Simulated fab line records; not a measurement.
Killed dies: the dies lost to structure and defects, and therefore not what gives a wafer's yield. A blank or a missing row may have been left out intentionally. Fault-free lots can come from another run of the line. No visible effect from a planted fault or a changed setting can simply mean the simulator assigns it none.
Which tool is to blame?	flow nand_harc	Sampling: 11 lots, 33 wafers, 2 of 1302 route steps

WHAT EACH GAUGE READ, for each wafer
NHARC_P_GATE_INSPECT_28.
lot	measured	on	raw_defect_count
L626	day 5 14:35	defect_inspect-02	10 4 7
L627	day 5 14:21	defect_inspect-02	5 3 6
L629	day 6 12:49	defect_inspect-02	5 8 11
L630	day 6 18:34	defect_inspect-02	10 6 6
L633	day 7 20:44	defect_inspect-02	9 8 9
L642	day 11 20:53	defect_inspect-02	17 16 20
L643	day 12 01:23	defect_inspect-02	13 23 24
L645	day 12 20:40	defect_inspect-01	7 9 9
L646	day 13 13:44	defect_inspect-01	2 5 5
L648	day 14 01:41	defect_inspect-01	9 8 8
L649	day 14 15:32	defect_inspect-01	2 5 6

WHICH TOOL RAN EACH LOT (tool, then ch and the chambers of the sampled wafers, then the start)
lot	NHARC_P_GATE_HM_DEP_102
L626	acl_dep-01 ch 0, day 5 13:19
L627	acl_dep-03 ch 0, day 5 12:59
L629	acl_dep-01 ch 0, day 6 11:34
L630	acl_dep-02 ch 0, day 6 17:06
L633	acl_dep-02 ch 0, day 7 19:16
L642	acl_dep-01 ch 0, day 11 19:46
L643	acl_dep-01 ch 0, day 11 23:58
L645	acl_dep-02 ch 0, day 12 19:12
L646	acl_dep-03 ch 0, day 13 12:14
L648	acl_dep-02 ch 0, day 14 00:13
L649	acl_dep-02 ch 0, day 14 14:05
- NHARC_P_GATE_HM_DEP_102: deposits aC, target thk 120 nm.

THE ANSWER, worked out from the rows above alone
Rule: the lots themselves supply what counts as usual. Put in order of their means at a reading, lots are off if they are a third of the lots or fewer, leave a main group of 4 or more, and stand apart from it by a gap of 3 or more times the standard deviation of the main group's means; of several such gaps the widest counts. Not used: any main group whose means are identical at the precision the tables above print for the reading. Also off: a lot with no number at a reading for which 4 or more lots have one. Where the step has rows for the other lots, those lots are counted as sound.
Off: L642, L643, at NHARC_P_GATE_INSPECT_28 (raw_defect_count). For the main group the mean is 6.7 and the standard deviation 1.8.
If a tool, at a process step before that reading, ran all the lots that are off and no sound lot after the first of them, it fits. Those tools and the gauges at NHARC_P_GATE_INSPECT_28 are tried in the same way. Can't be told from this: 2 tools fit, acl_dep-01 at NHARC_P_GATE_HM_DEP_102, defect_inspect-02 at NHARC_P_GATE_INSPECT_28.

WHAT THE SIMULATOR PUT IN
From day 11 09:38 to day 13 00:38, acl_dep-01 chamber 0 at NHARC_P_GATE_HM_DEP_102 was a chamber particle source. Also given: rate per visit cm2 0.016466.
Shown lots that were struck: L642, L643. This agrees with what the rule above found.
